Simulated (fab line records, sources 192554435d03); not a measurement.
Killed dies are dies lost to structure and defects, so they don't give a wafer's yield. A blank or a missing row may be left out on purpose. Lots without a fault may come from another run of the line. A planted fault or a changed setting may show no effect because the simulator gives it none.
fab line records | flow n5_finfet | part 2 of 2: steps 5 to 6 of 6
record lots=24 wafers=72 last_day=19
route steps=1938 shown MOL_CONTACT_COAG@603 BEOL_M0_SAQP@634
lots that met no fault: from a run of the same line without faults
start_h: hours from the record's first day to the start of the lot's first wafer shown | wait_h: hours since the lot's step before | " the same as in the row above | L1.1+2: a row that stands for several wafers | - no value, or no start given | * or withheld: withheld | < > ~ a bound
route shown NAME@n: a module of which the file shows steps, and the number in the route of the first | usual: mean/standard deviation of fault-free wafers | same: alike in all rows | chamber/n: place in a boat | sites: the reading at each site | _std_site: their standard deviation | _edge_site: outer sites' mean less inner sites' | radius_mm: how far each site lies from the wafer's centre | mask NAME#n: copy n | behind: the tool/chamber that last shaped the wafer | hold: why the lot was held/for how many hours/how that ended | device: the transistor (n, p or np) that didn't switch | end of line: the same wafers' tests at the end of the route | a step without rows: its recipe alone | killed: dies lost to structure and defects at the first sort, not the wafer's yield | map: a wafer's dies, x killed, . not, _ none there
set.NAME: the setting as run; set.NAME@STEP: as run at that earlier step | model.NAME: the simulator's own value behind a step, which no gauge read
steps of the route over a sample of lots; a table a step, a row a wafer
services: from which hour (start_h, from the record's first day; less than 0 if before it) a tool's chamber was out of use, for how many hours, and why
## steps
# step N5_BEOL_M0_SAQP_MANDREL1_REMOVE_100
# recipe chemistry=HBr/Cl2/O2 bt_time_s=10 target=a-Si stop_on=SiNx endpoint=OES-SiCl over_etch_frac=0.85 icp_w=600 bias_w=30 HBr_flow_sccm=150 Cl2_flow_sccm=80 O2_flow_sccm=5 pressure_mtorr=10
# usual bias_w=29.99/0.094 drypump_motor_current_A=5.8/0.4 oes_product_au=1.001/0.016 throttle_valve_pct=36.7/0.31
# same over_etch_frac=0.85
# columns lot.wafer tool chamber start_h wait_h bias_w drypump_motor_current_A oes_product_au rf_hours_counter_h throttle_valve_pct
L074.1 rie_si-05 2 113.20 0.1 29.97 5.6 1.019 80 36.9
L074.3 " 3 " " 30.07 5.8 1.025 147 36.2
L074.5 " 1 " " 29.93 5.5 1.021 - 37.3
L075.1 rie_si-05 2 119.63 0.1 29.84 5.6 1.023 80 36.8
L075.4 " 1 " " 30.05 5.4 1.033 166 37.3
L075.6 " 3 " " 30.04 5.8 1.018 - 36.2
L076.2 rie_si-04 1 124.83 0.1 29.85 5.1 0.985 6 36.4
L076.3 " 2 " " 29.96 6.1 1.013 101 36.2
L076.6 " 3 " " 30.05 5.9 1.009 - 37.3
L077.2 rie_si-04 1 125.77 0.1 30.07 5.1 0.979 6 36.4
L077.3 " 0 " " 29.86 5.3 0.979 190 36.5
L077.4 " 3 " " 29.87 5.9 1.010 80 37.3
L078.1 rie_si-03 0 136.61 0.1 30.12 5.6 0.999 4 37.0
L078.3 " 2 " " 29.71 6.3 1.008 27 36.5
L078.6 " 3 " " 29.88 6.0 0.993 - 36.7
L079.2 rie_si-05 0 140.04 0.1 29.94 5.2 0.975 45 36.8
L079.3 " 2 " " 29.93 5.7 1.025 81 36.8
L079.5 " 1 " " 29.92 5.5 1.016 - 37.3
L080.1 rie_si-03 1 145.63 0.1 30.18 6.3 0.990 17 36.8
L080.3 " 3 " " 30.01 6.0 0.987 14 36.7
L080.4 " 2 " " 30.04 6.2 1.002 28 36.5
L081.1 rie_si-03 0 150.04 0.1 29.93 5.6 1.001 5 37.0
L081.4 " 3 " " 29.86 6.0 0.989 14 36.7
L081.6 " 1 " " 30.02 6.3 0.986 - 36.8
L082.1 rie_si-03 0 160.02 0.1 30.01 5.5 0.993 5 37.0
L082.3 " 1 " " 30.04 6.3 1.002 17 36.7
L082.6 " 1 " " 29.99 6.3 0.997 - 36.7
L083.1 rie_si-04 2 164.12 0.1 29.99 6.2 1.008 101 36.2
L083.2 " 1 " " 30.01 5.1 0.990 6 36.5
L083.3 " 3 " " 30.12 5.9 1.004 81 37.3
L084.3 rie_si-04 3 170.08 0.1 30.02 5.9 1.019 81 37.3
L084.4 " 2 " " 29.88 6.1 1.015 101 36.2
L084.6 " 0 " " 29.95 5.2 0.986 - 36.5
L085.3 rie_si-05 1 180.72 0.1 30.03 5.5 1.028 166 37.3
L085.5 " 0 " " 30.07 5.2 0.987 - 36.8
L085.6 " 3 " " 30.10 5.8 1.022 - 36.2
L086.1 rie_si-03 3 183.09 0.1 29.87 6.1 1.001 14 36.7
L086.4 " 1 " " 30.07 6.3 1.003 18 36.7
L086.5 " 2 " " 29.97 6.2 1.017 - 36.5
L087.1 rie_si-03 1 187.51 0.1 29.90 6.3 0.988 18 36.7
L087.4 " 3 " " 30.01 6.0 0.985 14 36.6
L087.5 " 0 " " 30.08 5.5 0.984 - 37.0
L088.3 rie_si-03 0 202.21 0.1 29.85 5.6 0.996 6 37.0
L088.5 " 0 " " 29.95 5.5 0.987 - 37.0
L088.6 " 1 " " 29.88 6.3 1.000 - 36.7
L089.2 rie_si-05 3 202.27 0.1 29.90 5.8 1.015 149 36.2
L089.3 " 1 " " 30.16 5.4 1.031 167 37.3
L089.5 " 3 " " 29.94 5.8 1.016 - 36.2
L090.1 rie_si-03 2 210.43 0.1 30.04 6.2 1.014 29 36.5
L090.3 " 0 " " 30.02 5.6 0.995 6 37.0
L090.6 " 0 " " 29.94 5.6 0.989 - 37.0
L091.1 rie_si-05 3 215.45 0.1 30.03 5.8 1.017 149 36.2
L091.4 " 2 " " 29.98 5.6 1.019 82 36.8
L091.6 " 0 " " 29.94 5.2 0.974 - 36.8
L092.2 rie_si-03 3 222.29 0.1 30.22 6.0 0.978 15 36.6
L092.3 " 1 " " 29.93 6.3 0.988 18 36.8
L092.6 " 2 " " 29.99 6.3 1.007 - 36.5
L093.1 rie_si-03 2 224.21 0.1 29.87 6.2 0.989 29 36.5
L093.3 " 0 " " 30.07 5.6 0.982 6 37.0
L093.5 " 2 " " 29.99 6.2 1.010 - 36.5
L094.3 rie_si-05 2 233.50 0.1 29.78 5.6 1.011 82 36.8
L094.5 " 1 " " 30.01 5.4 1.015 - 37.3
L094.6 " 2 " " 30.03 5.7 1.016 - 36.8
L095.2 rie_si-04 3 237.16 0.1 29.98 5.8 1.011 82 37.3
L095.4 " 0 " " 30.10 5.2 0.980 1 36.6
L095.5 " 3 " " 30.01 5.9 1.018 - 37.3
L096.3 rie_si-03 3 240.50 0.1 30.00 6.1 0.987 15 36.6
L096.4 " 2 " " 29.99 6.2 1.011 29 36.5
L096.5 " 3 " " 29.91 6.0 0.982 - 36.7
L097.1 rie_si-04 3 249.63 0.1 29.81 5.9 1.023 82 37.3
L097.3 " 2 " " 30.06 6.1 1.007 103 36.2
L097.4 " 0 " " 29.85 5.2 0.978 1 36.6
# step N5_BEOL_M0_SAQP_ETCH_73
# recipe chemistry=CF4 target=SiARC target_depth_a=195 mask_material=CAR-EUV time_s=32.5 ion_energy_ev=80 pressure_mtorr=40 source_w=545 bias_w=36 Ar_flow_sccm=100 cf4_flow_sccm=100 ends=cleared
# usual bias_w=35.99/0.1 drypump_motor_current_A=5.9/0.36 etch_rf_on_time_s=32.6/0.68 oes_product_au=0.67/0.085 rf_vpp_V=184.5/1.2 showerhead_plenum_p_Torr=2.18/0.062 throttle_valve_pct=15.69/0.22
# columns lot.wafer tool chamber start_h wait_h bias_w drypump_motor_current_A etch_rf_on_time_s oes_product_au rf_hours_counter_h rf_vpp_V showerhead_plenum_p_Torr throttle_valve_pct
L074.1 rie_diel-05 3 115.80 0.0 35.90 5.8 32.3 0.60 218 184.9 2.20 15.87
L074.3 " 1 " " 35.97 6.0 32.5 0.66 119 184.0 2.15 15.60
L074.5 " 1 " " 35.86 6.0 32.6 0.66 - 185.3 2.15 15.62
L075.1 rie_diel-02 2 122.87 0.0 36.01 6.2 32.4 0.60 198 184.8 2.13 15.59
L075.4 " 0 " " 35.94 5.5 32.9 0.65 145 185.2 2.22 15.99
L075.6 " 0 " " 36.11 5.4 32.9 0.65 - 185.7 2.22 15.98
L076.2 rie_diel-02 2 127.42 0.0 36.05 6.2 33.3 0.59 199 182.7 2.13 15.59
L076.3 " 0 " " 35.92 5.4 33.6 0.64 146 185.0 2.22 15.99
L076.6 " 2 " " 36.16 6.1 33.5 0.59 - 184.0 2.13 15.59
L077.2 rie_diel-05 3 128.43 0.0 36.10 5.8 32.4 0.60 220 185.3 2.20 15.87
L077.3 " 0 " " 36.04 6.1 33.3 0.60 199 185.2 2.22 15.85
L077.4 " 2 " " 36.00 5.0 32.0 0.66 156 182.3 2.06 15.51
L078.1 rie_diel-05 2 139.59 0.0 36.16 5.0 31.8 0.65 159 183.8 2.06 15.50
L078.3 " 3 " " 35.93 5.8 32.5 0.60 222 183.5 2.20 15.86
L078.6 " 1 " " 36.03 6.0 32.6 0.66 - 183.1 2.15 15.62
L079.2 rie_diel-01 0 143.80 0.0 35.84 6.3 32.3 0.75 39 184.9 2.19 15.76
L079.3 " 1 " " 36.04 5.8 32.2 0.60 237 184.4 2.21 16.05
L079.5 " 3 " " 36.03 5.8 32.4 0.76 - 183.8 2.18 15.61
L080.1 rie_diel-01 1 148.12 0.0 36.14 5.8 32.1 0.59 239 183.8 2.21 16.06
L080.3 " 0 " " 36.04 6.3 32.4 0.75 40 183.4 2.18 15.78
L080.4 " 2 " " 36.14 5.8 32.5 0.59 - 182.6 2.02 15.88
L081.1 rie_diel-02 1 152.64 0.0 36.03 5.7 32.4 0.84 0 183.5 2.20 15.35
L081.4 " 3 " " 36.13 6.2 31.5 0.80 17 184.3 2.26 15.37
L081.6 " 0 " " 36.10 5.4 33.6 0.64 - 184.5 2.22 16.00
L082.1 rie_diel-02 0 162.69 0.0 35.88 5.5 33.4 0.64 155 184.9 2.22 16.01
L082.3 " 1 " " 35.96 5.7 32.3 0.82 3 186.6 2.20 15.36
L082.6 " 3 " " 36.12 6.2 31.8 0.79 - 188.7 2.26 15.38
L083.1 rie_diel-02 1 166.69 0.0 35.97 5.7 32.2 0.82 4 185.2 2.20 15.36
L083.2 " 0 " " 35.93 5.5 33.7 0.64 157 184.9 2.22 15.99
L083.3 " 3 " " 35.81 6.3 31.6 0.79 20 184.0 2.26 15.37
L084.3 rie_diel-05 3 172.43 0.0 36.11 5.7 32.3 0.59 232 185.1 2.20 15.87
L084.4 " 1 " " 35.93 6.0 32.4 0.66 131 184.2 2.14 15.64
L084.6 " 0 " " 36.08 6.1 33.4 0.59 - 188.2 2.22 15.86
L085.3 rie_diel-01 3 183.24 0.0 35.95 5.8 32.1 0.74 56 183.2 2.18 15.65
L085.5 " 3 " " 36.03 5.8 32.3 0.74 - 184.5 2.18 15.65
L085.6 " 1 " " 35.99 5.8 31.8 0.59 - 183.1 2.20 16.09
L086.1 rie_diel-01 0 185.74 0.0 35.85 6.3 32.5 0.73 53 184.0 2.18 15.80
L086.4 " 0 " " 35.75 6.3 32.6 0.73 - 185.1 2.18 15.78
L086.5 " 1 " " 36.00 5.8 31.9 0.59 - 184.6 2.20 16.05
L087.1 rie_diel-02 0 190.29 0.0 35.85 5.4 33.3 0.63 166 185.4 2.22 16.02
L087.4 " 2 " " 36.05 6.2 33.1 0.59 213 184.8 2.12 15.59
L087.5 " 3 " " 35.98 6.3 31.7 0.78 - 186.5 2.26 15.38
L088.3 rie_diel-02 2 205.19 0.0 36.10 6.2 33.6 0.57 218 184.3 2.12 15.60
L088.5 " 3 " " 36.13 6.3 31.3 0.77 - 185.8 2.26 15.41
L088.6 " 0 " " 35.89 5.5 33.5 0.63 - 185.4 2.22 16.03
L089.2 rie_diel-05 3 205.25 0.0 36.06 5.8 32.8 0.58 242 184.2 2.19 15.92
L089.3 " 2 " " 35.99 5.0 32.2 0.63 179 183.2 2.06 15.56
L089.5 " 2 " " 36.12 5.0 32.1 0.63 - 183.1 2.06 15.57
L090.1 rie_diel-02 0 212.78 0.0 35.91 5.4 33.7 0.62 173 185.6 2.21 16.04
L090.3 " 3 " " 36.03 6.2 31.6 0.77 37 184.5 2.25 15.42
L090.6 " 3 " " 36.00 6.2 31.7 0.76 - 185.9 2.25 15.40
L091.1 rie_diel-05 3 218.17 0.0 36.11 5.8 32.9 0.59 245 185.4 2.19 15.91
L091.4 " 0 " " 35.94 6.1 33.4 0.59 224 183.4 2.22 15.89
L091.6 " 0 " " 36.05 6.1 33.8 0.58 - 185.0 2.22 15.89
L092.2 rie_diel-01 1 225.44 0.0 36.01 5.8 32.4 0.82 2 182.9 2.20 15.55
L092.3 " 3 " " 35.79 5.8 32.4 0.72 71 183.2 2.17 15.67
L092.6 " 2 " " 36.05 5.8 31.6 0.82 - 186.5 2.26 15.43
L093.1 rie_diel-02 1 226.68 0.0 35.96 5.7 32.2 0.77 19 184.2 2.20 15.37
L093.3 " 2 " " 36.16 6.2 33.2 0.57 227 183.9 2.12 15.64
L093.5 " 0 " " 35.89 5.5 33.1 0.63 - 185.4 2.21 16.06
L094.3 rie_diel-05 3 235.98 0.0 35.98 5.8 32.7 0.58 250 183.8 2.19 15.92
L094.5 " 3 " " 35.99 5.8 33.1 0.57 - 183.7 2.19 15.92
L094.6 " 1 " " 36.05 6.0 33.0 0.63 - 184.6 2.14 15.68
L095.2 rie_diel-01 1 239.80 0.0 35.98 5.8 32.7 0.79 6 185.1 2.20 15.56
L095.4 " 0 " " 36.08 6.3 32.5 0.71 74 185.2 2.17 15.84
L095.5 " 2 " " 35.93 5.8 31.6 0.82 - 185.8 2.26 15.41
L096.3 rie_diel-05 0 242.99 0.0 36.14 6.1 33.5 0.58 229 184.7 2.21 15.91
L096.4 " 2 " " 35.85 5.0 32.0 0.62 - 183.5 2.05 15.58
L096.5 " 1 " " 35.93 6.0 32.5 0.64 - 184.0 2.14 15.68
L097.1 rie_diel-02 0 252.86 0.0 36.04 5.5 33.5 0.61 186 184.9 2.21 16.05
L097.3 " 1 " " 36.11 5.7 32.5 0.77 25 183.8 2.20 15.39
L097.4 " 2 " " 36.08 6.2 33.5 0.57 233 184.6 2.12 15.66
## services
# columns tool chamber start_h hours kind
pvd_sputter-02 - 86.68 1.2 repair
rie_diel-05 1 109.28 4.8 repair
rie_diel-06 0 112.78 - clean
rie_diel-06 0 112.78 - consumable_replace:focus_ring
rie_diel-06 0 112.78 17.8 scheduled_down
rie_diel-02 1 138.98 - clean
rie_diel-02 1 138.98 - consumable_replace:focus_ring
rie_diel-02 1 138.98 11.9 scheduled_down
rie_diel-02 1 138.98 11.9 vent_cycle
pvd_sputter-02 - 139.65 3.9 repair
rie_diel-05 1 140.73 9.1 repair
rie_diel-04 2 142.43 9.2 repair
pvd_sputter-03 - 144.16 23.3 repair
rie_diel-01 3 144.44 4.0 repair
rie_si-05 1 152.19 13.2 repair
rie_diel-04 3 166.11 2.1 repair
rie_si-03 - 175.14 2.8 pm
rie_diel-02 2 177.07 8.7 repair
pvd_sputter-02 - 183.42 2.3 repair
rie_diel-06 - 202.66 1.0 repair
rie_diel-02 1 203.82 16.6 repair
rie_diel-01 3 205.00 4.9 repair
rie_diel-05 0 227.75 9.5 repair
rie_diel-01 3 252.29 4.1 repair
